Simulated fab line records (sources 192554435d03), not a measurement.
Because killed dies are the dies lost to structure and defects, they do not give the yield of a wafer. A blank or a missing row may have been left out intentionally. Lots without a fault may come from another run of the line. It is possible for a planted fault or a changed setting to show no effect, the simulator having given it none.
Which tool was responsible? || flow n5Finfet || 12 lots, 36 wafers sampled, at 2 steps of a route of 1938

== WHAT THE GAUGES READ, wafer by wafer ==
N5_BEOL_M0_SAQP_CD_MEAS_14: the cd target is 42.5 nm.
{"lot": "L075", "measured": "day 5 16:50", "on": "cdSem-02", "cdNm (nm)": "42.28 42.44 42.69"}
{"lot": "L077", "measured": "day 6 06:16", "on": "cdSem-02", "cdNm (nm)": "42.82 43.09 42.65"}
{"lot": "L079", "measured": "day 6 17:17", "on": "cdSem-01", "cdNm (nm)": "42.48 42.26 42.56"}
{"lot": "L081", "measured": "day 7 06:15", "on": "cdSem-01", "cdNm (nm)": "42.41 43.09 42.14"}
{"lot": "L083", "measured": "day 7 15:24", "on": "cdSem-03", "cdNm (nm)": "42.84 42.53 42.87"}
{"lot": "L085", "measured": "day 8 11:05", "on": "cdSem-02", "cdNm (nm)": "42.66 42.66 42.88"}
{"lot": "L087", "measured": "day 8 17:57", "on": "cdSem-02", "cdNm (nm)": "42.89 42.57 42.20"}
{"lot": "L089", "measured": "day 9 06:47", "on": "cdSem-01", "cdNm (nm)": "42.90 42.68 42.50"}
{"lot": "L091", "measured": "day 9 21:15", "on": "cdSem-03", "cdNm (nm)": "42.43 42.05 42.57"}
{"lot": "L093", "measured": "day 10 06:11", "on": "cdSem-03", "cdNm (nm)": "42.45 42.32 42.43"}
{"lot": "L095", "measured": "day 10 18:04", "on": "cdSem-03", "cdNm (nm)": "42.86 42.89 42.66"}
{"lot": "L097", "measured": "day 11 05:58", "on": "cdSem-03", "cdNm (nm)": "42.98 42.44 42.63"}

== WHAT TOOL EACH LOT RAN ON (gives the tool, then ch and the chambers of the sampled wafers, and finally the start) ==
{"lot": "L075", "N5_BEOL_M0_SAQP_ILD_DEP_01": "pecvd-04 ch 1,2, day 5 14:24"}
{"lot": "L077", "N5_BEOL_M0_SAQP_ILD_DEP_01": "pecvd-04 ch 0,1,2, day 6 04:13"}
{"lot": "L079", "N5_BEOL_M0_SAQP_ILD_DEP_01": "pecvd-04 ch 0,2, day 6 14:40"}
{"lot": "L081", "N5_BEOL_M0_SAQP_ILD_DEP_01": "pecvd-03 ch 0,1,2, day 7 05:19"}
{"lot": "L083", "N5_BEOL_M0_SAQP_ILD_DEP_01": "pecvd-02 ch 0,2, day 7 12:47"}
{"lot": "L085", "N5_BEOL_M0_SAQP_ILD_DEP_01": "pecvd-04 ch 0,2, day 8 08:02"}
{"lot": "L087", "N5_BEOL_M0_SAQP_ILD_DEP_01": "pecvd-02 ch 0,1, day 8 16:10"}
{"lot": "L089", "N5_BEOL_M0_SAQP_ILD_DEP_01": "pecvd-02 ch 0,2, day 9 05:33"}
{"lot": "L091", "N5_BEOL_M0_SAQP_ILD_DEP_01": "pecvd-03 ch 0,1, day 9 18:24"}
{"lot": "L093", "N5_BEOL_M0_SAQP_ILD_DEP_01": "pecvd-04 ch 0,1, day 10 04:14"}
{"lot": "L095", "N5_BEOL_M0_SAQP_ILD_DEP_01": "pecvd-02 ch 0,1,2, day 10 15:57"}
{"lot": "L097", "N5_BEOL_M0_SAQP_ILD_DEP_01": "pecvd-03 ch 0,1, day 11 04:32"}
- N5_BEOL_M0_SAQP_ILD_DEP_01: deposits SiOC from DEMS/O2, target thk 45.419 nm, time 8.7 s.

== THE ANSWER, worked out from the rows above alone ==
Rule: usual is defined by the lots themselves. Put in order of their means at a reading, lots are off if they are a third of the lots or fewer, leave a main group of 4 or more, and stand apart from it by a gap of 3 or more times the standard deviation of the main group's means; of several such gaps the widest counts. A main group is skipped when, at the precision printed for the reading in the tables above, its means are all equal. Also off: a lot with no number at a reading for which 4 or more lots have one. Where the step has rows for the other lots, those lots are counted as sound.
None of the lots is off at any reading shown; this tells nothing.

== WHAT WAS PUT IN BY THE SIMULATOR ==
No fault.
